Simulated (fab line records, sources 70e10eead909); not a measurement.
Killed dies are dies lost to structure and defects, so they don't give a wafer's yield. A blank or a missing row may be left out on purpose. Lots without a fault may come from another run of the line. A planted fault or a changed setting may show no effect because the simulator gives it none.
Which tool did it? | flow nand_harc | 24 lots, 72 wafers sampled, at 6 steps of a route of 1302

WHAT THE GAUGES READ, wafer by wafer
NHARC_A_ONON_D1_THK_MEAS_11: measures by ellipsometry. Usual: thk_nm 1003 nm, standard deviation 13.
lot  | measured     | on            | thk_nm (nm)    | flag
L074 | day 7 17:19  | film_metro-01 | 1013 1013 1013 |
L075 | day 8 04:09  | film_metro-02 | 1019 1018 1019 |
L076 | day 8 21:25  | film_metro-02 | 1011 1010 1009 |
L077 | day 9 04:49  | film_metro-02 | 997 995 998    |
L078 | day 9 14:15  | film_metro-02 | 1008 1009 1008 |
L079 | day 9 22:37  | film_metro-01 | 1006 1008 1007 |
L080 | day 10 02:20 | film_metro-02 | 1021 1020 1022 |
L081 | day 10 16:17 | film_metro-01 | 1025 1024 1024 |
L082 | day 11 06:52 | film_metro-02 | 996 996 997    |
L083 | day 11 13:20 | film_metro-01 | 998 998 998    |
L084 | day 12 06:58 | film_metro-01 | 989 987 987    |
L085 | day 12 07:09 | film_metro-02 | 995 996 996    |
L086 | day 12 16:09 | film_metro-01 | 999 995 996    |
L087 | day 13 05:26 | film_metro-01 | 995 996 996    |
L089 | day 14 00:20 | film_metro-02 | 1002 1004 1002 |
L088 | day 14 00:20 | film_metro-01 | 985 985 986    |
L090 | day 14 10:55 | film_metro-02 | 987 985 985    |
L091 | day 14 21:50 | film_metro-01 | 1003 1003 1000 |
L092 | day 15 05:47 | film_metro-02 | 1020 1021 1019 |
L093 | day 15 20:56 | film_metro-02 | 1020 1021 1020 |
L094 | day 16 04:00 | film_metro-01 | 989 989 991    |
L095 | day 16 16:50 | film_metro-01 | 984 983 983    |
L096 | day 17 04:27 | film_metro-01 | 997 999 996    |
L097 | day 17 09:16 | film_metro-02 | 1016 1018 1018 |

NHARC_A_CHANNEL_HOLE_D1_CD_MEAS_30. Usual: cd_nm 90.0 nm, standard deviation 0.92.
lot  | measured     | on        | cd_nm (nm)     | flag
L074 | day 8 13:59  | cd_sem-02 | 89.9 89.8 88.8 |
L075 | day 9 02:50  | cd_sem-01 | 89.2 88.5 89.5 |
L076 | day 9 20:10  | cd_sem-03 | 90.0 88.9 88.7 |
L077 | day 10 03:42 | cd_sem-03 | 91.1 90.8 92.2 |
L078 | day 10 17:21 | cd_sem-02 | 91.1 91.6 89.9 |
L079 | day 11 01:15 | cd_sem-03 | 90.0 89.6 89.7 |
L080 | day 11 03:34 | cd_sem-03 | 89.7 90.2 89.5 |
L081 | day 11 15:34 | cd_sem-02 | 90.9 90.5 91.7 |
L082 | day 12 06:35 | cd_sem-03 | 89.3 89.2 89.2 |
L083 | day 12 12:02 | cd_sem-03 | 90.3 89.1 89.9 |
L084 | day 13 03:31 | cd_sem-02 | 89.9 90.3 91.0 |
L085 | day 13 05:33 | cd_sem-02 | 88.5 90.3 89.1 |
L086 | day 13 15:38 | cd_sem-03 | 89.0 89.4 90.6 |
L087 | day 14 04:35 | cd_sem-03 | 91.7 92.2 91.5 |
L089 | day 15 01:09 | cd_sem-03 | 89.8 89.1 90.7 |
L088 | day 15 00:02 | cd_sem-03 | 90.1 88.4 90.7 |
L090 | day 15 09:07 | cd_sem-01 | 89.9 88.9 89.8 |
L091 | day 15 19:42 | cd_sem-01 | 89.5 89.5 90.2 |
L092 | day 16 02:25 | cd_sem-02 | 90.6 90.8 90.0 |
L093 | day 16 19:25 | cd_sem-03 | 89.5 89.2 89.1 |
L094 | day 17 11:11 | cd_sem-01 | 90.9 90.7 90.6 |
L095 | day 17 19:11 | cd_sem-03 | 90.1 90.2 89.3 |
L096 | day 18 01:14 | cd_sem-01 | 90.5 89.6 89.2 |
L097 | day 18 07:07 | cd_sem-01 | 90.2 90.2 90.7 |

NHARC_A_ONON_D2_THK_MEAS_30: measures by ellipsometry. Usual: thk_nm 997 nm, standard deviation 10.
lot  | measured     | on            | thk_nm (nm)    | flag
L074 | day 12 12:43 | film_metro-01 | 988 989 986    |
L075 | day 13 06:11 | film_metro-01 | 1007 1009 1009 |
L076 | day 14 02:59 | film_metro-01 | 987 989 988    |
L077 | day 14 02:38 | film_metro-02 | 997 997 999    |
L078 | day 14 17:01 | film_metro-02 | 983 984 986    |
L079 | day 15 00:32 | film_metro-01 | 996 999 997    |
L080 | day 15 00:29 | film_metro-02 | 1006 1007 1007 |
L081 | day 16 00:54 | film_metro-01 | 1015 1015 1016 |
L082 | day 16 05:13 | film_metro-02 | 977 979 978    |
L083 | day 16 11:37 | film_metro-02 | 985 984 983    |
L084 | day 17 05:59 | film_metro-02 | 1008 1008 1007 |
L085 | day 17 05:59 | film_metro-02 | 990 993 992    |
L086 | day 17 18:49 | film_metro-02 | 1010 1010 1009 |
L087 | day 18 03:11 | film_metro-02 | 993 993 992    |
L089 | day 19 02:59 | film_metro-02 | 990 989 991    |
L088 | day 19 02:56 | film_metro-01 | 984 983 985    |
L090 | day 19 16:32 | film_metro-01 | 990 988 992    |
L091 | day 19 16:32 | film_metro-02 | 1007 1008 1007 |
L092 | day 20 04:00 | film_metro-01 | 1001 1001 1002 |
L093 | day 21 05:05 | film_metro-02 | 992 994 995    |
L094 | day 21 05:08 | film_metro-02 | 1008 1009 1010 |
L095 | day 21 19:28 | film_metro-01 | 1011 1013 1014 |
L096 | day 22 03:44 | film_metro-01 | 1003 1004 1002 |
L097 | day 22 03:52 | film_metro-01 | 994 992 992    |

NHARC_A_ONON_D2_INSPECT_32. Usual: raw_defect_count 449, standard deviation 180.
lot  | measured     | on                | raw_defect_count | flag
L074 | day 12 13:22 | defect_inspect-01 | 346 337 179      |
L075 | day 13 06:45 | defect_inspect-02 | 426 431 320      |
L076 | day 14 03:33 | defect_inspect-01 | 411 419 280      |
L077 | day 14 03:16 | defect_inspect-02 | 518 682 697      |
L078 | day 14 17:34 | defect_inspect-02 | 387 572 369      |
L079 | day 15 01:05 | defect_inspect-01 | 424 350 524      |
L080 | day 15 01:01 | defect_inspect-02 | 273 545 173      |
L081 | day 16 01:27 | defect_inspect-02 | 543 618 665      |
L082 | day 16 05:46 | defect_inspect-02 | 296 351 227      |
L083 | day 16 12:11 | defect_inspect-01 | 463 334 1058     |
L084 | day 17 06:31 | defect_inspect-01 | 331 220 174      |
L085 | day 17 06:39 | defect_inspect-02 | 831 695 513      |
L086 | day 17 19:20 | defect_inspect-02 | 227 314 451      |
L087 | day 18 03:43 | defect_inspect-02 | 426 498 733      |
L089 | day 19 03:32 | defect_inspect-02 | 478 478 367      |
L088 | day 19 03:29 | defect_inspect-01 | 299 571 454      |
L090 | day 19 17:04 | defect_inspect-01 | 365 342 470      |
L091 | day 19 17:05 | defect_inspect-01 | 343 292 373      |
L092 | day 20 04:33 | defect_inspect-02 | 619 280 268      |
L093 | day 21 05:49 | defect_inspect-01 | 347 233 185      |
L094 | day 21 05:53 | defect_inspect-02 | 305 392 698      |
L095 | day 21 20:01 | defect_inspect-02 | 408 293 257      |
L096 | day 22 04:16 | defect_inspect-02 | 659 614 555      |
L097 | day 22 04:24 | defect_inspect-01 | 408 463 693      |

WHICH TOOL RAN EACH LOT (tool, then ch and the chambers of the sampled wafers, then the start)
lot  | NHARC_A_CHANNEL_FILL_D1_ETCHBACK_19 | NHARC_A_DECK1_JOINT_CMP_13
L074 | rie_si-06 ch 0,1,3, day 9 14:19     | cmp-04 ch 0,2,3, day 11 02:07
L075 | rie_si-05 ch 0,3, day 10 04:26      | cmp-01 ch 0,1, day 11 15:44
L076 | rie_si-06 ch 1,2, day 10 23:38      | cmp-02 ch 0,3, day 12 17:40
L077 | rie_si-01 ch 1,2, day 11 05:44      | cmp-04 ch 0,1, day 12 14:29
L078 | rie_si-06 ch 2,3, day 11 19:01      | cmp-01 ch 1,2, day 13 05:29
L079 | rie_si-06 ch 0,1, day 12 01:37      | cmp-01 ch 1,2,3, day 13 11:27
L080 | rie_si-05 ch 0,1,3, day 12 01:38    | cmp-02 ch 0,1,3, day 13 11:27
L081 | rie_si-06 ch 1,2,3, day 13 00:18    | cmp-04 ch 1,2,3, day 14 10:35
L082 | rie_si-05 ch 0,2,3, day 13 07:13    | cmp-01 ch 1,2,3, day 14 17:28
L083 | rie_si-06 ch 1,2,3, day 13 13:07    | cmp-04 ch 0,3, day 15 01:41
L084 | rie_si-05 ch 0,2, day 14 03:55      | cmp-04 ch 0,3, day 15 18:13
L085 | rie_si-01 ch 0,2,3, day 14 03:54    | cmp-02 ch 0,1,3, day 15 18:13
L086 | rie_si-01 ch 0,3, day 14 16:08      | cmp-04 ch 0,1,2, day 16 03:43
L087 | rie_si-06 ch 1,2,3, day 15 05:06    | cmp-01 ch 2,3, day 16 15:17
L089 | rie_si-01 ch 0,1,2, day 16 01:10    | cmp-02 ch 1,2,3, day 17 11:09
L088 | rie_si-05 ch 0,2,3, day 16 01:11    | cmp-01 ch 0,1,2, day 17 11:08
L090 | rie_si-05 ch 0,1, day 16 10:37      | cmp-02 ch 1,2, day 17 21:18
L091 | rie_si-01 ch 0,1,2, day 16 20:24    | cmp-02 ch 0,2,3, day 18 06:54
L092 | rie_si-06 ch 0,1,2, day 17 02:53    | cmp-01 ch 0,2,3, day 18 13:20
L093 | rie_si-01 ch 0,3, day 17 21:25      | cmp-02 ch 1,2,3, day 19 12:44
L094 | rie_si-05 ch 1,3, day 18 11:59      | cmp-02 ch 1,2,3, day 19 22:15
L095 | rie_si-01 ch 1,3, day 18 20:49      | cmp-04 ch 0,1,3, day 20 07:11
L096 | rie_si-06 ch 0,1,3, day 19 03:31    | cmp-04 ch 0,1,2, day 20 14:22
L097 | rie_si-05 ch 1,2, day 19 07:59      | cmp-02 ch 1,2,3, day 20 18:16
- NHARC_A_CHANNEL_FILL_D1_ETCHBACK_19: etches the open film in HBr/Cl2, target depth 5 nm, time 1.7 s.
- NHARC_A_DECK1_JOINT_CMP_13: polishes, target thk 51.023 nm.

WHAT THE TOOLS THEMSELVES READ (means of the sampled wafers that have a number; where no wafer has one, the mark that the record gives instead)
NHARC_A_CHANNEL_FILL_D1_ETCHBACK_19. Usual: drypump_motor_current_A 5.4 A, standard deviation 0.46; he_backside_leak_sccm 2.68 sccm, standard deviation 0.25; oes_product_au 1.001 a.u., standard deviation 0.0081; throttle_valve_pct 26.407 %, standard deviation 0.0083.
lot  | tool      | drypump_motor_current_A (A) | he_backside_leak_sccm (sccm) | oes_product_au (a.u.) | throttle_valve_pct (%) | flag
L074 | rie_si-06 | 5.3                         | 2.57                         | 1.012                 | 26.405                 |
L075 | rie_si-05 | 5.4                         | 2.88                         | 0.998                 | 26.401                 |
L076 | rie_si-06 | 6.1                         | 2.75                         | 0.987                 | 26.410                 |
L077 | rie_si-01 | 5.6                         | 2.48                         | 1.003                 | 26.404                 |
L078 | rie_si-06 | 6.2                         | 2.69                         | 0.999                 | 26.409                 |
L079 | rie_si-06 | 5.3                         | 2.57                         | 1.000                 | 26.409                 |
L080 | rie_si-05 | 5.3                         | 2.84                         | 1.002                 | 26.401                 |
L081 | rie_si-06 | 5.8                         | 2.58                         | 1.001                 | 26.404                 |
L082 | rie_si-05 | 5.4                         | 2.79                         | 1.002                 | 26.410                 |
L083 | rie_si-06 | 5.8                         | 2.57                         | 0.998                 | 26.396                 |
L084 | rie_si-05 | 5.2                         | 2.88                         | 1.010                 | 26.408                 |
L085 | rie_si-01 | 5.0                         | 2.80                         | 1.003                 | 26.413                 |
L086 | rie_si-01 | 4.9                         | 2.80                         | 1.007                 | 26.413                 |
L087 | rie_si-06 | 5.8                         | 2.65                         | 0.994                 | 26.412                 |
L089 | rie_si-01 | 5.2                         | 2.58                         | 1.008                 | 26.403                 |
L088 | rie_si-05 | 5.3                         | 2.79                         | 1.001                 | 26.409                 |
L090 | rie_si-05 | 5.1                         | 2.85                         | 1.004                 | 26.412                 |
L091 | rie_si-01 | 5.3                         | 2.73                         | 1.004                 | 26.412                 |
L092 | rie_si-06 | 5.7                         | 2.51                         | 0.994                 | 26.405                 |
L093 | rie_si-01 | 5.1                         | 2.75                         | 0.999                 | 26.409                 |
L094 | rie_si-05 | 5.4                         | 2.67                         | 1.003                 | 26.400                 |
L095 | rie_si-01 | 5.4                         | 2.74                         | 1.006                 | 26.415                 |
L096 | rie_si-06 | 5.3                         | 2.51                         | 0.993                 | 26.408                 |
L097 | rie_si-05 | 5.4                         | 2.52                         | 0.996                 | 26.406                 |

NHARC_A_DECK1_JOINT_CMP_13. Usual: edge_zone_pressure_frac 1.000, standard deviation 0.0056; motor_current_A 11.9 A, standard deviation 1.3; time_to_endpoint_s 9.6 s, standard deviation 2.1.
lot  | tool   | edge_zone_pressure_frac | motor_current_A (A) | time_to_endpoint_s (s) | flag
L074 | cmp-04 | 1.001                   | 10.3                | 7.4                    |
L075 | cmp-01 | 0.994                   | 12.8                | 8.6                    |
L076 | cmp-02 | 1.000                   | 12.2                | 8.8                    |
L077 | cmp-04 | 1.006                   | 11.9                | 7.2                    |
L078 | cmp-01 | 0.997                   | 12.2                | 10.1                   |
L079 | cmp-01 | 0.999                   | 11.3                | 10.3                   |
L080 | cmp-02 | 0.998                   | 12.7                | 7.4                    |
L081 | cmp-04 | 1.001                   | 10.5                | 7.7                    |
L082 | cmp-01 | 1.000                   | 11.6                | 11.1                   |
L083 | cmp-04 | 0.997                   | 10.6                | 7.9                    |
L084 | cmp-04 | 1.002                   | 10.7                | 8.5                    |
L085 | cmp-02 | 0.998                   | 13.3                | 12.3                   |
L086 | cmp-04 | 1.000                   | 11.0                | 10.5                   |
L087 | cmp-01 | 1.007                   | 10.6                | 8.2                    |
L089 | cmp-02 | 0.999                   | 12.8                | 11.3                   |
L088 | cmp-01 | 0.999                   | 12.1                | 9.9                    |
L090 | cmp-02 | 0.990                   | 13.4                | 11.5                   |
L091 | cmp-02 | 0.996                   | 12.5                | 10.5                   |
L092 | cmp-01 | 1.002                   | 11.6                | 6.4                    |
L093 | cmp-02 | 1.000                   | 12.6                | 11.4                   |
L094 | cmp-02 | 1.002                   | 12.5                | 10.0                   |
L095 | cmp-04 | 0.999                   | 11.6                | 7.8                    |
L096 | cmp-04 | 0.999                   | 11.5                | 12.1                   |
L097 | cmp-02 | 1.007                   | 12.7                | 10.0                   |

THE ANSWER, worked out from the rows above alone
Rule: a lot is off if the mean of its wafers that have a number lies more than 3 standard deviations from the usual mean. A lot without any number at a reading at which 4 lots or more have one is off too. The other lots that the step has rows for count as sound. The gauges are gone through in route order, then the tools' own readings, and for those a lot's mean is taken as printed above. The first step at which some lot is off is used, and at that step the reading that is off furthest; a lot without a number counts as furthest.
No lot is off at any reading shown: from this, nothing can be told.

WHAT THE SIMULATOR HAD PUT IN
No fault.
